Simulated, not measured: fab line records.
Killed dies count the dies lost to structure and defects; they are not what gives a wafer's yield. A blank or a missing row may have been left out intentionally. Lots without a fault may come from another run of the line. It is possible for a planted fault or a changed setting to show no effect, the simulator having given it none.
fab line records -- flow nand_harc
record: lots: 7, wafers: 19, last_day: 32
route steps=1302 shown A_ONON_D1@432
lots that met no fault: taken from a fault-free run of the same line
start_h: hours from the record's opening day to when the first of the lot's shown wafers began -- wait_h: hours elapsed since this lot's preceding step -- " as in the row above -- L1.1+2: several wafers, shown together as one row -- - no value present, or no start provided -- * or withheld: withheld -- < > ~ a bound
route shown NAME@n: names a module that has steps shown in the file, with the first one's number in the route -- usual: mean/standard deviation taken from wafers without a fault -- same: alike in all rows -- chamber/n: place in a boat -- sites: each site's reading -- _std_site: how widely they spread, as a standard deviation -- _edge_site: mean of outer sites minus mean of inner sites -- radius_mm: how far each site lies from the wafer's centre -- mask NAME#n: copy n -- behind: tool/chamber where the wafer was last shaped -- hold: the reason the lot was held/the length of the hold in hours/how it ended -- device: the transistor (n, p or np) that didn't switch -- end of line: the same wafers' tests at the end of the route -- for a step that has no rows: nothing shown but its recipe -- killed: at the first sort, the dies lost to defects and structure; wafer yield is something else -- map: shows each die of a wafer: x if killed, . if not, _ if none is there
set.NAME: the setting as run; set.NAME@STEP: as run at that earlier step -- model.NAME: the simulator's own value behind a step, which no gauge read
lots at some steps of the route; a table a step, a row a wafer
services: the hour from which a tool's chamber was out of use, counted from the record's first day as start_h (under 0 if before that day), plus the number of hours and why
== steps ==
step: NHARC_A_ONON_D1_DEP_12
recipe: target_thk_a: 10000, n2_flow_sccm: 2750, n2o_flow_sccm: 2000, nh3_flow_sccm: 500, sih4_flow_sccm: 210, temp_c: 400
step: NHARC_A_ONON_D1_THK_MEAS_14
recipe: thk_meas_gauge: ellipsometry
usual: thk_nm: 1000/8.7
lot.wafer,tool,chamber,start_h,wait_h,thk_nm
L889.1,film_metro-02,-,221.14,-,985
L889.3,film_metro-02,-,221.14,-,987
L889.6,film_metro-02,-,221.14,-,984
L891.2,film_metro-02,-,259.23,-,994
L891.6,film_metro-02,-,259.23,-,996
L892.1,film_metro-02,-,259.34,-,1004
L892.3,film_metro-02,-,259.34,-,1005
L892.5,film_metro-02,-,259.34,-,1006
L894.3,film_metro-02,-,275.55,-,986
L894.4,film_metro-02,-,275.55,-,986
L898.2,film_metro-01,-,310.53,-,1014
L898.3,film_metro-01,-,310.53,-,1013
L898.5,film_metro-01,-,310.53,-,1012
L900.2,film_metro-01,-,338.28,-,1019
L900.3,film_metro-01,-,338.28,-,1020
L900.5,film_metro-01,-,338.28,-,1019
L902.2,film_metro-01,-,347.59,-,1014
L902.3,film_metro-01,-,347.59,-,1014
L902.4,film_metro-01,-,347.59,-,1012
step: NHARC_A_ONON_D1_ANNEAL_15
recipe: temp_c: 750, time_s: 3600
step: NHARC_A_ONON_D1_DEP_16
recipe: target_thk_a: 10000, n2_flow_sccm: 2750, n2o_flow_sccm: 2000, nh3_flow_sccm: 500, sih4_flow_sccm: 210, temp_c: 400
step: NHARC_A_ONON_D1_THK_MEAS_18
recipe: thk_meas_gauge: ellipsometry
usual: thk_nm: 996/8.7
lot.wafer,tool,chamber,start_h,wait_h,thk_nm
L889.1,film_metro-01,-,229.85,-,984
L889.3,film_metro-01,-,229.85,-,982
L889.6,film_metro-01,-,229.85,-,982
L891.2,film_metro-02,-,270.15,-,990
L891.6,film_metro-02,-,270.15,-,991
L892.1,film_metro-01,-,270.50,-,996
L892.3,film_metro-01,-,270.50,-,993
L892.5,film_metro-01,-,270.50,-,994
L894.3,film_metro-01,-,285.91,-,1009
L894.4,film_metro-01,-,285.91,-,1008
L898.2,film_metro-01,-,318.33,-,998
L898.3,film_metro-01,-,318.33,-,996
L898.5,film_metro-01,-,318.33,-,1000
L900.2,film_metro-02,-,346.09,-,1000
L900.3,film_metro-02,-,346.09,-,1002
L900.5,film_metro-02,-,346.09,-,1000
L902.2,film_metro-02,-,355.32,-,995
L902.3,film_metro-02,-,355.32,-,992
L902.4,film_metro-02,-,355.32,-,994
step: NHARC_A_ONON_D1_DEP_19
recipe: target_thk_a: 10000, n2_flow_sccm: 2750, n2o_flow_sccm: 2000, nh3_flow_sccm: 500, sih4_flow_sccm: 210, temp_c: 400
step: NHARC_A_ONON_D1_THK_MEAS_21
recipe: thk_meas_gauge: ellipsometry
usual: thk_nm: 1001/9.2
lot.wafer,tool,chamber,start_h,wait_h,thk_nm
L889.1,film_metro-01,-,230.42,-,1012
L889.3,film_metro-01,-,230.42,-,1012
L889.6,film_metro-01,-,230.42,-,1011
L891.2,film_metro-02,-,270.72,-,1010
L891.6,film_metro-02,-,270.72,-,1009
L892.1,film_metro-02,-,271.07,-,1001
L892.3,film_metro-02,-,271.07,-,999
L892.5,film_metro-02,-,271.07,-,1000
L894.3,film_metro-01,-,286.47,-,982
L894.4,film_metro-01,-,286.47,-,979
L898.2,film_metro-01,-,318.90,-,984
L898.3,film_metro-01,-,318.90,-,987
L898.5,film_metro-01,-,318.90,-,987
L900.2,film_metro-01,-,346.66,-,999
L900.3,film_metro-01,-,346.66,-,999
L900.5,film_metro-01,-,346.66,-,1000
L902.2,film_metro-01,-,355.89,-,1015
L902.3,film_metro-01,-,355.89,-,1015
L902.4,film_metro-01,-,355.89,-,1015
step: NHARC_A_ONON_D1_DEP_22
recipe: target_thk_a: 10000, n2_flow_sccm: 2750, n2o_flow_sccm: 2000, nh3_flow_sccm: 500, sih4_flow_sccm: 210, temp_c: 400
step: NHARC_A_ONON_D1_THK_MEAS_24
recipe: thk_meas_gauge: ellipsometry
usual: thk_nm: 999/10
lot.wafer,tool,chamber,start_h,wait_h,thk_nm
L889.1,film_metro-01,-,230.99,-,1011
L889.3,film_metro-01,-,230.99,-,1010
L889.6,film_metro-01,-,230.99,-,1009
L891.2,film_metro-01,-,271.28,-,993
L891.6,film_metro-01,-,271.28,-,994
L892.1,film_metro-02,-,271.63,-,989
L892.3,film_metro-02,-,271.63,-,991
L892.5,film_metro-02,-,271.63,-,991
L894.3,film_metro-01,-,287.04,-,997
L894.4,film_metro-01,-,287.04,-,996
L898.2,film_metro-02,-,319.49,-,990
L898.3,film_metro-02,-,319.49,-,988
L898.5,film_metro-02,-,319.49,-,989
L900.2,film_metro-01,-,347.23,-,983
L900.3,film_metro-01,-,347.23,-,986
L900.5,film_metro-01,-,347.23,-,984
L902.2,film_metro-01,-,356.46,-,1001
L902.3,film_metro-01,-,356.46,-,1002
L902.4,film_metro-01,-,356.46,-,1000
step: NHARC_A_ONON_D1_DEP_25
recipe: target_thk_a: 10000, n2_flow_sccm: 2750, n2o_flow_sccm: 2000, nh3_flow_sccm: 500, sih4_flow_sccm: 210, temp_c: 400
step: NHARC_A_ONON_D1_THK_MEAS_27
recipe: thk_meas_gauge: ellipsometry
usual: thk_nm: 999/7.6
lot.wafer,tool,chamber,start_h,wait_h,thk_nm
L889.1,film_metro-01,-,231.55,-,989
L889.3,film_metro-01,-,231.55,-,990
L889.6,film_metro-01,-,231.55,-,990
L891.2,film_metro-01,-,271.85,-,1001
L891.6,film_metro-01,-,271.85,-,1001
L892.1,film_metro-01,-,272.20,-,1002
L892.3,film_metro-01,-,272.20,-,1002
L892.5,film_metro-01,-,272.20,-,1000
L894.3,film_metro-02,-,287.61,-,990
L894.4,film_metro-02,-,287.61,-,990
L898.2,film_metro-02,-,320.06,-,991
L898.3,film_metro-02,-,320.06,-,987
L898.5,film_metro-02,-,320.06,-,989
L900.2,film_metro-01,-,347.79,-,1004
L900.3,film_metro-01,-,347.79,-,1002
L900.5,film_metro-01,-,347.79,-,1003
L902.2,film_metro-02,-,357.03,-,1003
L902.3,film_metro-02,-,357.03,-,1005
L902.4,film_metro-02,-,357.03,-,1005
step: NHARC_A_ONON_D1_DEP_28
recipe: target_thk_a: 10000, n2_flow_sccm: 2750, n2o_flow_sccm: 2000, nh3_flow_sccm: 500, sih4_flow_sccm: 210, temp_c: 400
lot.wafer,tool,chamber,start_h,wait_h
L889.1+3+6,pecvd_onon-01,0,231.61,0.1
L891.2+6,pecvd_onon-03,0,271.96,0.1
L892.1+3+5,pecvd_onon-03,0,272.25,0.1
L894.3+4,pecvd_onon-03,0,287.78,0.2
L898.2+3+5,pecvd_onon-01,0,320.18,0.1
L900.2+3+5,pecvd_onon-03,0,347.91,0.1
L902.2+3+4,pecvd_onon-01,0,357.14,0.1
step: NHARC_A_ONON_D1_THK_MEAS_30
recipe: thk_meas_gauge: ellipsometry
usual: thk_nm: 1002/9.7
lot.wafer,tool,chamber,start_h,wait_h,thk_nm
L889.1,film_metro-01,-,232.11,-,986
L889.3,film_metro-01,-,232.11,-,985
L889.6,film_metro-01,-,232.11,-,987
L891.2,film_metro-02,-,272.41,-,580
L891.6,film_metro-02,-,272.41,-,1007
L892.1,film_metro-02,-,272.76,-,1004
L892.3,film_metro-02,-,272.76,-,579
L892.5,film_metro-02,-,272.76,-,1005
L894.3,film_metro-01,-,288.18,-,562
L894.4,film_metro-01,-,288.18,-,988
L898.2,film_metro-01,-,320.64,-,1017
L898.3,film_metro-01,-,320.64,-,1017
L898.5,film_metro-01,-,320.64,-,1018
L900.2,film_metro-01,-,348.36,-,992
L900.3,film_metro-01,-,348.36,-,992
L900.5,film_metro-01,-,348.36,-,992
L902.2,film_metro-01,-,357.59,-,1002
L902.3,film_metro-01,-,357.59,-,1003
L902.4,film_metro-01,-,357.59,-,1003
step: NHARC_A_ONON_D1_DEP_33
recipe: target_thk_a: 2000, temp_c: 400, pressure_torr: 6.5, rf_w: 900, teos_flow_sccm: 161.4, flow_sccm: 2650, target_thk_nm: 200, gas: O2, material: SiO2
usual: heater_power_w: 576/71, rf_fwd_power_W: 897.9/2.7, throttle_valve_pct: 15.9/0.59
lot.wafer,tool,chamber,start_h,wait_h,heater_power_w,rf_fwd_power_W,since_wet_clean_h,throttle_valve_pct
L889.3,pecvd-03,2,232.23,0.1,601,895.4,34,15.4
L889.1,pecvd-03,1,232.23,0.1,657,897.2,34,15.3
L889.6,pecvd-03,1,232.23,0.1,667,897.5,-,15.4
L891.2,pecvd-01,1,272.51,0.1,645,893.1,129,16.8
L891.6,pecvd-01,1,272.51,0.1,649,894.5,-,17.0
L892.1,pecvd-01,2,272.82,0.1,608,896.8,129,15.8
L892.3,pecvd-01,0,272.82,0.1,503,899.9,129,15.3
L892.5,pecvd-01,0,272.82,0.1,505,902.9,-,15.1
L894.3,pecvd-03,2,288.28,0.1,696,901.9,90,15.2
L894.4,pecvd-03,2,288.28,0.1,532,900.1,-,15.3
L898.3,pecvd-04,2,320.69,0.1,726,898.1,39,16.3
L898.2,pecvd-04,1,320.69,0.1,584,897.9,39,15.7
L898.5,pecvd-04,2,320.69,0.1,543,896.2,-,16.8
L900.2,pecvd-04,2,348.42,0.1,630,899.3,66,16.7
L900.3,pecvd-04,1,348.42,0.1,580,898.0,66,15.9
L900.5,pecvd-04,2,348.42,0.1,646,895.2,-,17.1
L902.2,pecvd-01,1,357.69,0.1,649,895.2,33,16.6
L902.3,pecvd-01,2,357.69,0.1,532,893.1,33,15.2
L902.4,pecvd-01,1,357.69,0.1,661,893.8,-,16.7
== services ==
tool,chamber,start_h,hours,kind
pecvd-03,-,210.62,0.6,repair
pecvd_onon-03,-,227.04,13.0,pm
pecvd_onon-01,-,269.00,13.0,pm
pecvd-04,-,269.06,13.0,pm
pecvd-04,0,269.06,13.0,vent_cycle
pecvd-04,1,269.06,13.0,vent_cycle
pecvd-04,2,269.06,13.0,vent_cycle
pecvd-04,0,282.06,-,clean
pecvd-04,1,282.06,-,clean
pecvd-04,2,282.06,-,clean
pecvd-01,-,299.92,0.8,repair
pecvd-04,0,306.16,4.7,repair
pecvd-01,-,311.68,13.0,pm
pecvd-01,0,311.68,13.0,vent_cycle
pecvd-01,1,311.68,13.0,vent_cycle
pecvd-01,2,311.68,13.0,vent_cycle
pecvd-04,-,323.02,1.2,repair
pecvd-01,0,324.68,-,clean
pecvd-01,1,324.68,-,clean
pecvd-01,2,324.68,-,clean
pecvd-04,-,334.83,0.5,repair
pecvd-04,-,344.25,0.9,repair
== key ==
first_sign: step: NHARC_A_ONON_D1_THK_MEAS_30, reading: thk_nm, direction: down, sigmas: 44, usual: 1002, struck: 574
effect none on later readings
met_at NHARC_A_ONON_D1_DEP_28
struck_wafers L891.2,L892.3,L894.3
later_rows_left_out L891.2,L892.3,L894.3
sort_left_out L891.2,L892.3,L894.3
tester_left_out L891,L892,L894
fault: kind: process_parameter_drift, tool: pecvd_onon-03, chamber: -, onset_h: 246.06, steps: NHARC_A_ONON_D1_DEP_28, channel: target_thk_a, offset: *, shape: step, end_h: 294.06, scope: struck_wafers_only, acts_in: *, stated: *
tester_left_out: of these lots the tester's yield and bins aren't shown, on N5 and GAA mostly nor the transistor test; their killed dies are dies lost to structure and defects alone, not to doping, threshold or leakage, so they don't give the yield
sort_left_out: the simulated sort isn't trusted on such a fault, so these wafers' sort isn't shown, and their yield isn't known
later_rows_left_out: the simulator's readings of these wafers behind a module that went badly wrong aren't trusted and aren't shown, but for the sort
